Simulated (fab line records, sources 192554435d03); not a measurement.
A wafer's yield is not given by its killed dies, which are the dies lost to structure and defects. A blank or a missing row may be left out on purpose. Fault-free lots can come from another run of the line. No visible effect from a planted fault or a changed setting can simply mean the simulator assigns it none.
A lot that was struck, set against a sound lot / flow n5_finfet / 18 steps out of a route of 1938
Sound: these wafers, L930.2, L930.3, L930.6. Struck: wafer L940.2. (L940.4 of the same lot was not struck and is left out.) The cause comes at the end.
Order at every step that has rows: each side's tool, ch and its chambers, its first start. Under that, the readings that differ: sound wafers / struck wafers / difference of the means / sigmas: that difference in standard deviations of wafers without a fault.
alike: words and numbers the same on both sides, and readings whose means are apart by under 2 such deviations; not compared: readings that were withheld, readings missing a value for some wafer, numbers with overlapping values and no deviation given by the record, and bounds like >300 which may hide the same value.
A row with sigmas, a row that says differs or no value, or rows on one side alone: a step with any of these is where the two part. Non-overlapping numbers with no deviation appear without sigmas and do not part them. Lack of a reading on every wafer of one side parts them only where that side has two or more wafers.

first, 6 steps without rows for these wafers: N5_BEOL_M8_COAT_22 (resist thk 30 nm); N5_BEOL_M8_EBR_24; N5_BEOL_M8_SOFTBAKE_23 (time 60 s); N5_BEOL_M8_EXPOSE_25 (exposes mask V7, target cd 40 nm); N5_BEOL_M8_PEB_26 (peb time 60 s); N5_BEOL_M8_DEVELOP_27 (develop time 30 s).
N5_BEOL_M8_CD_MEAS_28 targets a cd of 40 nm.
  sound on cd_sem-02 ch 0, day 10 18:40; struck on cd_sem-01 ch 0, day 14 00:43
  alike: cd_nm
N5_BEOL_M8_OVL_MEAS_29:
  sound on overlay-01 ch 0, day 10 18:41; struck on overlay-02 ch 0, day 14 00:45
  alike: V7_OVL
N5_BEOL_M8_INSPECT_30: inspects for defects (brightfield).
  struck on defect_inspect-02, day 14 00:48; sound on defect_inspect-02, day 10 18:45
  alike: raw_defect_count
N5_BEOL_M8_DESCUM_33: chemistry O2, time 7 s.
  sound on rie_diel-01 ch 1,3, day 10 19:17; struck on rie_diel-05 ch 3, day 14 00:56
  alike: drypump_motor_current_A, oes_product_au, rf_vpp_V, showerhead_plenum_p_Torr, temp_c, throttle_valve_pct
  not compared: rf_hours_counter_h
N5_BEOL_M8_ETCH_72: etches underlayer in N2/H2, target depth 6.5 nm, time 5.2 s.
  sound on rie_diel-01 ch 1,3, day 10 19:19; struck on rie_diel-05 ch 3, day 14 00:58
reading=oes_product_au (a.u.); sound=0.83 0.61 0.82; struck=0.58; difference=-0.17; sigmas=-2
reading=rf_vpp_V (V); sound=525.2 523.4 526.9; struck=518.4; difference=-6.8; sigmas=-2
reading=throttle_valve_pct (%); sound=17.45 18.10 17.42; struck=18.13; difference=+0.47; sigmas=+2
  alike: drypump_motor_current_A, etch_rf_on_time_s, showerhead_plenum_p_Torr
  not compared: rf_hours_counter_h
N5_BEOL_M8_ETCH_65: etches SiARC in CF4, target depth 15.6 nm, time 26 s.
  sound on rie_diel-01 ch 1,3, day 10 19:20; struck on rie_diel-05 ch 3, day 14 00:59
reading=oes_product_au (a.u.); sound=0.83 0.62 0.83; struck=0.59; difference=-0.17; sigmas=-2
  alike: drypump_motor_current_A, etch_rf_on_time_s, rf_vpp_V, showerhead_plenum_p_Torr, throttle_valve_pct
  not compared: rf_hours_counter_h
N5_BEOL_M8_ETCH_66: etches SOC in N2/H2, target depth 80 nm, overetch 16 nm, time 120 s.
  sound on rie_diel-01 ch 1,3, day 10 19:22; struck on rie_diel-05 ch 3, day 14 01:01
reading=oes_product_au (a.u.); sound=0.73 0.55 0.73; struck=0.53; difference=-0.14; sigmas=-2
reading=throttle_valve_pct (%); sound=17.41 18.06 17.40; struck=18.11; difference=+0.49; sigmas=+2
reading=model.SiARC_of_BEOL_M8_COAT_64.thk_nm (nm); sound=6.4 6.6 6.4; struck=8.4; difference=+1.9; sigmas=
reading=model.BEOL_M8.cd_nm (nm); sound=40.4 40 40.2; struck=39.4; difference=-0.8; sigmas=
  alike: drypump_motor_current_A, rf_vpp_V, showerhead_plenum_p_Torr, temp_c
  not compared: rf_hours_counter_h
then, 2 steps without rows for these wafers: N5_BEOL_M8_STRIP_69 (strips in N2/H2); N5_BEOL_M8_STRIP_73 (strips in N2/H2).
N5_BEOL_M8_VIA_ETCH_34: etches SiCOH lowk in C4F6/O2, target depth 125.5 nm, time 50.5 s.
  sound on rie_diel-01 ch 1,3, day 10 19:28; struck on rie_diel-05 ch 3, day 14 01:07
reading=oes_product_au (a.u.); sound=0.99 0.72 0.98; struck=0.68; difference=-0.22; sigmas=-2
reading=model.BEOL_M8.cd_nm (nm); sound=40.6 40.2 40.4; struck=39.4; difference=-1.0; sigmas=
  alike: drypump_motor_current_A, rf_vpp_V, showerhead_plenum_p_Torr, throttle_valve_pct
  not compared: rf_hours_counter_h
then, 1 step without rows for these wafers: N5_BEOL_M8_STRIP_76 (strips in C4F6/O2).
-- record jumps: 3 days separate the struck wafers' starts on either side; left off in module BEOL_M8, taken up again in module PASSIVATION, whose first shown step is the route's number 1936 --
N5_PASSIVATION_PROBE_49:
  struck on prober-02, day 17 07:52; sound on prober-02, day 14 04:13
reading=killed_at_front_end; sound=73 51 55; struck=37; difference=-23; sigmas=-2
  alike: defect_limited_yield, killed_at_M0_to_M3, killed_at_M4_up, killed_at_contacts, killed_at_other, killed_dies, killed_on_rim, killed_open, killed_short, sort_bin_4_leakage, sort_bin_5_function, sort_bin_6_memory, sort_n_pass, sort_yield_pct

== WHERE THEY PART ==
Last at N5_PASSIVATION_PROBE_49 as far as this record goes, first at N5_BEOL_M8_ETCH_72.

WHY: what the simulator had put in
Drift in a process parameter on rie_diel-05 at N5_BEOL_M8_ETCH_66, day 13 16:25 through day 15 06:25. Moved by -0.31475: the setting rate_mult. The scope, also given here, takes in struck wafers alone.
